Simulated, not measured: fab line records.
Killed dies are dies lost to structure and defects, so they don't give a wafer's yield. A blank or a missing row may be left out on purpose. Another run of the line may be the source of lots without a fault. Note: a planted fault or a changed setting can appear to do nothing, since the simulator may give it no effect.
Which tool did it? + flow n5-finfet + 11 lots with 33 wafers sampled at 3 steps, on a route of 1938 steps

== WHAT THE GAUGES READ, wafer by wafer ==
N5_PASSIVATION_CD_MEAS_30 targets a cd of 4000 nm.
| lot  | measured     | on        | cd-nm (nm)           |
|------|--------------|-----------|----------------------|
| L304 | day 12 21:52 | cd-sem-02 | 4001.2 4005.5 4003.2 |
| L305 | day 13 01:19 | cd-sem-01 | 3999.3 3997.0 4000.1 |
| L308 | day 15 00:41 | cd-sem-01 | 4000.7 4000.1 3998.3 |
| L307 | day 15 08:41 | cd-sem-03 | 4000.5 3999.5 3997.4 |
| L309 | day 16 06:49 | cd-sem-03 | 3999.9 3999.1 4001.7 |
| L310 | day 16 06:06 | cd-sem-03 | 3996.9 3998.3 3998.2 |
| L314 | day 17 17:37 | cd-sem-03 | 4000.5 4003.1 4000.3 |
| L306 | day 18 04:43 | cd-sem-01 | 4000.1 4004.3 4001.9 |
| L320 | day 18 11:32 | cd-sem-03 | 3999.1 3998.7 3998.9 |
| L318 | day 19 12:12 | cd-sem-02 | 3998.8 3997.8 3998.2 |
| L323 | day 19 21:52 | cd-sem-01 | 4002.5 3999.5 4000.2 |

== WHAT TOOL EACH LOT RAN ON (gives the tool, then ch and the chambers of the sampled wafers, and finally the start) ==
| lot  | N5_BEOL_M4_TRENCH_ETCH_37          | N5_MIM_BOT_LITHO_DESCUM_10         |
|------|------------------------------------|------------------------------------|
| L304 | rie-diel-01 ch 0,1,2, day 8 20:49  | rie-diel-03 ch 0,1,2, day 12 19:01 |
| L305 | rie-diel-03 ch 0,2,3, day 9 01:36  | rie-diel-01 ch 0,2,3, day 12 19:26 |
| L308 | rie-diel-01 ch 0,1,2, day 10 19:41 | rie-diel-05 ch 0,3, day 14 21:28   |
| L307 | rie-diel-01 ch 0,1,3, day 10 22:22 | rie-diel-01 ch 0,1,3, day 15 01:37 |
| L309 | rie-diel-03 ch 1,2, day 11 18:42   | rie-diel-03 ch 1,2, day 16 03:20   |
| L310 | rie-diel-01 ch 0,1,3, day 11 19:13 | rie-diel-03 ch 0,1,2, day 16 02:25 |
| L314 | rie-diel-01 ch 1,2,3, day 12 23:36 | rie-diel-03 ch 0,1,2, day 17 12:04 |
| L306 | rie-diel-05 ch 0,3, day 13 14:28   | rie-diel-05 ch 0,1,3, day 17 22:50 |
| L320 | rie-diel-03 ch 1,2,3, day 13 21:58 | rie-diel-03 ch 0,3, day 18 05:37   |
| L318 | rie-diel-05 ch 2,3, day 14 17:44   | rie-diel-03 ch 0,1,3, day 19 07:42 |
| L323 | rie-diel-05 ch 1,3, day 14 23:36   | rie-diel-03 ch 0,1,2, day 19 16:07 |
- N5_BEOL_M4_TRENCH_ETCH_37: etches SiOC in C4F6/O2, target depth 55.555 nm, time 29.2 s.
- N5_MIM_BOT_LITHO_DESCUM_10: chemistry O2, time 7.9 s.

== THE ANSWER, worked out from the rows above alone ==
Rule: the lots themselves supply what counts as usual. The widest of any qualifying gaps counts: lots, ordered by their means at a reading, are off when they make up no more than a third of the lots, leave a main group of 4 or more, and stand apart from it by 3 or more times the standard deviation of that group's means. The tables above print the reading to a certain number of digits; a main group whose means all agree to those digits is not used. A lot without any number at a reading at which 4 lots or more have one is off too. Where the step has rows for the other lots, those lots are counted as sound.
Nothing can be told from this: no lot is off at any reading shown.

== WHAT WAS PUT IN BY THE SIMULATOR ==
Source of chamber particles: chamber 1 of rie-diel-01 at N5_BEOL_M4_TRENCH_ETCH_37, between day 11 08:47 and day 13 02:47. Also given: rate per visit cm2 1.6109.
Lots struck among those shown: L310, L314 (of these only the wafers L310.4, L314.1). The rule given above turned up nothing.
